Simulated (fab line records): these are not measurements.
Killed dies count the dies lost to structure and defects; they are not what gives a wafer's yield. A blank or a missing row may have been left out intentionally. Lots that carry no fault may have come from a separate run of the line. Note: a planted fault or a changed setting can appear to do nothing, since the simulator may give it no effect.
Which tool did it? / flow nand_harc / 39 wafers from 13 lots sampled at 6 of the route's 1302 steps

## WHAT EACH GAUGE READ, for each wafer
NHARC_P_GATE_INSPECT_68.
lot=L218; measured=day 5 17:38; on=defect_inspect-01; raw_defect_count=208 549 302
lot=L219; measured=day 6 06:24; on=defect_inspect-01; raw_defect_count=196 174 245
lot=L220; measured=day 6 13:26; on=defect_inspect-02; raw_defect_count=401 158 121
lot=L221; measured=day 7 03:25; on=defect_inspect-02; raw_defect_count=109 94 144
lot=L222; measured=day 7 15:34; on=defect_inspect-02; raw_defect_count=193 160 139
lot=L223; measured=day 7 22:29; on=defect_inspect-02; raw_defect_count=108 160 201
lot=L225; measured=day 9 00:40; on=defect_inspect-01; raw_defect_count=178 161 169
lot=L228; measured=day 10 10:53; on=defect_inspect-02; raw_defect_count=567 496 610
lot=L229; measured=day 10 12:28; on=defect_inspect-01; raw_defect_count=556 662 522
lot=L235; measured=day 12 17:41; on=defect_inspect-01; raw_defect_count=132 155 161
lot=L237; measured=day 14 00:28; on=defect_inspect-02; raw_defect_count=186 176 236
lot=L239; measured=day 14 15:14; on=defect_inspect-02; raw_defect_count=91 136 154
lot=L240; measured=day 15 09:20; on=defect_inspect-01; raw_defect_count=220 256 237

NHARC_P_CONTACT_CD_MEAS_12 targets a cd of 90 nm.
lot=L218; measured=day 5 19:15; on=cd_sem-02; cd_nm (nm)=89.2 89.7 89.7
lot=L219; measured=day 6 07:53; on=cd_sem-02; cd_nm (nm)=89.4 89.9 89.6
lot=L220; measured=day 6 14:56; on=cd_sem-01; cd_nm (nm)=89.5 90.0 89.8
lot=L221; measured=day 7 05:02; on=cd_sem-01; cd_nm (nm)=89.2 89.2 89.4
lot=L222; measured=day 7 17:03; on=cd_sem-01; cd_nm (nm)=89.1 90.4 90.2
lot=L223; measured=day 8 00:05; on=cd_sem-03; cd_nm (nm)=89.1 89.5 88.5
lot=L225; measured=day 9 02:09; on=cd_sem-03; cd_nm (nm)=90.0 89.7 89.7
lot=L228; measured=day 10 12:31; on=cd_sem-01; cd_nm (nm)=89.0 89.3 89.4
lot=L229; measured=day 10 13:57; on=cd_sem-02; cd_nm (nm)=90.3 90.2 89.9
lot=L235; measured=day 12 19:10; on=cd_sem-03; cd_nm (nm)=89.7 91.1 89.6
lot=L237; measured=day 14 01:59; on=cd_sem-01; cd_nm (nm)=89.9 89.5 90.2
lot=L239; measured=day 14 16:51; on=cd_sem-02; cd_nm (nm)=89.9 90.0 89.9
lot=L240; measured=day 15 10:56; on=cd_sem-01; cd_nm (nm)=90.0 89.3 89.9

NHARC_END_SORT_01.
lot=L228; measured=day 28 20:32; on=prober-01; killed_at_array=8 15 17; killed_at_other=1 1 2; killed_at_periphery=51 62 83; killed_dies=60 78 102; killed_open=3 1 3; killed_short=0 2 0
lot=L229; measured=day 28 20:35; on=prober-02; killed_at_array=46 46 53; killed_at_other=0 1 1; killed_at_periphery=84 59 86; killed_dies=130 106 140; killed_open=1 4 1; killed_short=1 4 3

## WHICH TOOL RAN EACH LOT (tool, then ch and the chambers of the sampled wafers, then the start)
lot=L218; NHARC_P_GATE_STRIP_75=plasma_asher-01 ch 0,1, day 5 11:40; NHARC_P_GATE_STRIP_112=plasma_asher-02 ch 0,1, day 5 13:07; NHARC_P_GATE_ETCH_77=wet_bench-03 ch 3,4,6, day 5 16:35
lot=L219; NHARC_P_GATE_STRIP_75=plasma_asher-02 ch 0,1, day 6 00:46; NHARC_P_GATE_STRIP_112=plasma_asher-01 ch 0,1, day 6 02:19; NHARC_P_GATE_ETCH_77=wet_bench-03 ch 3,6,7, day 6 05:17
lot=L220; NHARC_P_GATE_STRIP_75=plasma_asher-01 ch 0,1, day 6 07:44; NHARC_P_GATE_STRIP_112=plasma_asher-02 ch 0,1, day 6 09:14; NHARC_P_GATE_ETCH_77=wet_bench-04 ch 0,4,7, day 6 12:23
lot=L221; NHARC_P_GATE_STRIP_75=plasma_asher-01 ch 0, day 6 21:43; NHARC_P_GATE_STRIP_112=plasma_asher-02 ch 0,1, day 6 23:10; NHARC_P_GATE_ETCH_77=wet_bench-01 ch 0,4,6, day 7 02:22
lot=L222; NHARC_P_GATE_STRIP_75=plasma_asher-01 ch 0,1, day 7 09:50; NHARC_P_GATE_STRIP_112=plasma_asher-02 ch 0,1, day 7 11:21; NHARC_P_GATE_ETCH_77=wet_bench-03 ch 2,3,4, day 7 14:25
lot=L223; NHARC_P_GATE_STRIP_75=plasma_asher-02 ch 0,1, day 7 16:45; NHARC_P_GATE_STRIP_112=plasma_asher-02 ch 1, day 7 18:12; NHARC_P_GATE_ETCH_77=wet_bench-01 ch 0,1,3, day 7 21:25
lot=L225; NHARC_P_GATE_STRIP_75=plasma_asher-02 ch 0,1, day 8 18:54; NHARC_P_GATE_STRIP_112=plasma_asher-02 ch 0,1, day 8 20:21; NHARC_P_GATE_ETCH_77=wet_bench-01 ch 0,1,3, day 8 23:35
lot=L228; NHARC_P_GATE_STRIP_75=plasma_asher-01 ch 1, day 10 05:13; NHARC_P_GATE_STRIP_112=plasma_asher-01 ch 1, day 10 06:40; NHARC_P_GATE_ETCH_77=wet_bench-01 ch 1,2,7, day 10 09:50
lot=L229; NHARC_P_GATE_STRIP_75=plasma_asher-02 ch 0,1, day 10 06:26; NHARC_P_GATE_STRIP_112=plasma_asher-02 ch 0,1, day 10 07:50; NHARC_P_GATE_ETCH_77=wet_bench-01 ch 0,2,7, day 10 11:25
lot=L235; NHARC_P_GATE_STRIP_75=plasma_asher-01 ch 1, day 12 12:02; NHARC_P_GATE_STRIP_112=plasma_asher-02 ch 1, day 12 13:28; NHARC_P_GATE_ETCH_77=wet_bench-04 ch 0,2,6, day 12 16:38
lot=L237; NHARC_P_GATE_STRIP_75=plasma_asher-02 ch 0,1, day 13 18:47; NHARC_P_GATE_STRIP_112=plasma_asher-02 ch 0,1, day 13 20:07; NHARC_P_GATE_ETCH_77=wet_bench-04 ch 0,3,4, day 13 23:20
lot=L239; NHARC_P_GATE_STRIP_75=plasma_asher-02 ch 0,1, day 14 09:32; NHARC_P_GATE_STRIP_112=plasma_asher-02 ch 0,1, day 14 11:02; NHARC_P_GATE_ETCH_77=wet_bench-03 ch 3,6,7, day 14 14:10
lot=L240; NHARC_P_GATE_STRIP_75=plasma_asher-01 ch 0,1, day 15 03:37; NHARC_P_GATE_STRIP_112=plasma_asher-02 ch 0, day 15 05:03; NHARC_P_GATE_ETCH_77=wet_bench-04 ch 1,2,3, day 15 08:17
- NHARC_P_GATE_STRIP_75: strips in O2.
- NHARC_P_GATE_STRIP_112: strips in N2/H2, time 200 s.
- NHARC_P_GATE_ETCH_77: etches SiO2 in dHF, target depth 6 nm.

## WHAT THE TOOLS THEMSELVES READ (means of the sampled wafers that have a number; where no wafer has one, the mark that the record gives instead)
NHARC_P_GATE_STRIP_75.
lot=L218; tool=plasma_asher-01; drypump_motor_current_A (A)=5.3; heater_power_w (W)=309
lot=L219; tool=plasma_asher-02; drypump_motor_current_A (A)=5.4; heater_power_w (W)=334
lot=L220; tool=plasma_asher-01; drypump_motor_current_A (A)=5.0; heater_power_w (W)=321
lot=L221; tool=plasma_asher-01; drypump_motor_current_A (A)=5.7; heater_power_w (W)=305
lot=L222; tool=plasma_asher-01; drypump_motor_current_A (A)=5.0; heater_power_w (W)=323
lot=L223; tool=plasma_asher-02; drypump_motor_current_A (A)=5.4; heater_power_w (W)=356
lot=L225; tool=plasma_asher-02; drypump_motor_current_A (A)=5.4; heater_power_w (W)=334
lot=L228; tool=plasma_asher-01; drypump_motor_current_A (A)=4.6; heater_power_w (W)=316
lot=L229; tool=plasma_asher-02; drypump_motor_current_A (A)=5.4; heater_power_w (W)=328
lot=L235; tool=plasma_asher-01; drypump_motor_current_A (A)=4.6; heater_power_w (W)=312
lot=L237; tool=plasma_asher-02; drypump_motor_current_A (A)=5.4; heater_power_w (W)=356
lot=L239; tool=plasma_asher-02; drypump_motor_current_A (A)=5.4; heater_power_w (W)=344
lot=L240; tool=plasma_asher-01; drypump_motor_current_A (A)=5.0; heater_power_w (W)=309

NHARC_P_GATE_STRIP_112.
lot=L218; tool=plasma_asher-02; drypump_motor_current_A (A)=5.4; heater_power_w (W)=94
lot=L219; tool=plasma_asher-01; drypump_motor_current_A (A)=5.3; heater_power_w (W)=83
lot=L220; tool=plasma_asher-02; drypump_motor_current_A (A)=5.4; heater_power_w (W)=90
lot=L221; tool=plasma_asher-02; drypump_motor_current_A (A)=5.4; heater_power_w (W)=94
lot=L222; tool=plasma_asher-02; drypump_motor_current_A (A)=5.4; heater_power_w (W)=94
lot=L223; tool=plasma_asher-02; drypump_motor_current_A (A)=5.4; heater_power_w (W)=98
lot=L225; tool=plasma_asher-02; drypump_motor_current_A (A)=5.4; heater_power_w (W)=88
lot=L228; tool=plasma_asher-01; drypump_motor_current_A (A)=4.6; heater_power_w (W)=84
lot=L229; tool=plasma_asher-02; drypump_motor_current_A (A)=5.4; heater_power_w (W)=94
lot=L235; tool=plasma_asher-02; drypump_motor_current_A (A)=5.4; heater_power_w (W)=100
lot=L237; tool=plasma_asher-02; drypump_motor_current_A (A)=5.4; heater_power_w (W)=94
lot=L239; tool=plasma_asher-02; drypump_motor_current_A (A)=5.4; heater_power_w (W)=95
lot=L240; tool=plasma_asher-02; drypump_motor_current_A (A)=5.4; heater_power_w (W)=89

## THE ANSWER, worked out from the rows above alone
Rule: what is usual is taken from the lots themselves. The widest of any qualifying gaps counts: lots, ordered by their means at a reading, are off when they make up no more than a third of the lots, leave a main group of 4 or more, and stand apart from it by 3 or more times the standard deviation of that group's means. If all means in a main group match to the digits the tables above print for the reading, that group is not used. A lot without any number at a reading at which 4 lots or more have one is off too. The other lots that the step has rows for count as sound. First the gauges in route order, then the tools' own readings, where a lot's mean is used as printed above. The first step at which some lot is off is used, and at that step the reading that is off furthest; a lot without a number counts as furthest.
Off: L228, L229, at NHARC_P_GATE_INSPECT_68 (raw_defect_count). Main group: mean 191, sd 63.
If a tool, at a process step before that reading, ran all the lots that are off and no sound lot after the first of them, it fits. Those tools and the gauges at NHARC_P_GATE_INSPECT_68 are tried in the same way. One candidate fits, namely wet_bench-01 at NHARC_P_GATE_ETCH_77. Its last sound lot is L225 (day 8 23:35), its first lot that is off L228 (day 10 09:50): a fault that began between those two fits.

## WHAT THE SIMULATOR PUT IN
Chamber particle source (wet_bench-01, NHARC_P_GATE_ETCH_77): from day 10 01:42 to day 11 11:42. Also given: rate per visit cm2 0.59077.
Lots struck among those shown: L228, L229. The rule above reached the same finding.
